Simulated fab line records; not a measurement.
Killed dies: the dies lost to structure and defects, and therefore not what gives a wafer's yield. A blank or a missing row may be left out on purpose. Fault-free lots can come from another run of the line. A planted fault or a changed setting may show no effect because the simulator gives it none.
A lot that was struck, set against a sound lot -- flow nand_harc -- 13 steps out of a route of 1302
Sound: wafers L244.2, L244.3, L244.4. Wafers L255.1, L255.3 were the ones struck. Last of all comes the cause.
Per side, at each step with rows, come the tool, then ch with its chambers, and then its first start. Under that, the readings that differ: sound wafers -- struck wafers -- difference of the means -- sigmas: that difference in standard deviations of wafers without a fault.
alike: words and numbers the same on both sides, and readings whose means are apart by under 2 such deviations; not compared: readings that were withheld, readings missing a value for some wafer, numbers with overlapping values and no deviation given by the record, and bounds like >300 which may hide the same value.
A row with sigmas, a row that says differs or no value, or rows on one side alone: a step with any of these is where the two part. Numbers that have no deviation but don't overlap get no sigmas and don't part them. A reading missing from all wafers of one side parts the sides only when that side holds two or more wafers.

NHARC_P_M0_CMP_23: polishes, t overpolish 20 s, target thk 117.54 nm.
  sound on cmp-02 ch 0,1,2, day 8 00:05; struck on cmp-03 ch 2,3, day 12 18:12
reading,sound,struck,difference,sigmas
slurry_flow_ml_min,149.2 149.5 149.3,150.3 150.4,+1.0,+2
  alike: motor_current_A, time_to_endpoint_s
NHARC_P_M0_THK_MEAS_24: measures by xrf.
  sound on film_metro-01, day 8 00:24; struck on film_metro-02, day 12 18:28
  alike: thk_nm
following that, these wafers have no rows for 1 step: NHARC_P_M0_SRD_25.
NHARC_P_M0_INSPECT_27:
  sound on defect_inspect-01, day 8 00:34; struck on defect_inspect-01, day 12 18:37
  alike: raw_defect_count
NHARC_P_M0_PRE_CLEAN_31: time 12 s.
  sound on pecvd-03 ch 0,1,2, day 8 00:38; struck on pecvd-03 ch 0,1, day 12 18:41
  alike: heater_power_w, rf_fwd_power_W
  not compared: since_wet_clean_h
NHARC_P_M0_DEP_32: deposits SiCN, target thk 30 nm.
  sound on pecvd-03 ch 0,1,2, day 8 00:42; struck on pecvd-03 ch 0,1, day 12 18:46
  alike: heater_power_w, rf_fwd_power_W
  not compared: since_wet_clean_h
then, 5 steps without rows for these wafers: NHARC_P_M1_DEP_00 (deposits SiOC, target thk 182.5 nm); NHARC_P_M1_DEHYDRATE_01 (time 120 s); NHARC_P_M1_HMDS_02 (time 30 s); NHARC_P_M1_COAT_34 (time 65 s); NHARC_P_M1_COAT_03 (resist thk 90 nm).
NHARC_P_M1_SOFTBAKE_04: time 55 s.
  sound on litho_track-04 ch 0, day 8 01:00; struck on litho_track-04 ch 0, day 12 19:00
reading,sound,struck,difference,sigmas
heater_power_total_W (W),188.74 188.76 188.42,182.50 182.41,-6.19,-48
following that, these wafers have no rows for 1 step: NHARC_P_M1_EBR_05.

WHERE THEY PART
Earliest at NHARC_P_M0_CMP_23; latest, in this record, at NHARC_P_M1_SOFTBAKE_04.

WHY: what had been put in by the simulator
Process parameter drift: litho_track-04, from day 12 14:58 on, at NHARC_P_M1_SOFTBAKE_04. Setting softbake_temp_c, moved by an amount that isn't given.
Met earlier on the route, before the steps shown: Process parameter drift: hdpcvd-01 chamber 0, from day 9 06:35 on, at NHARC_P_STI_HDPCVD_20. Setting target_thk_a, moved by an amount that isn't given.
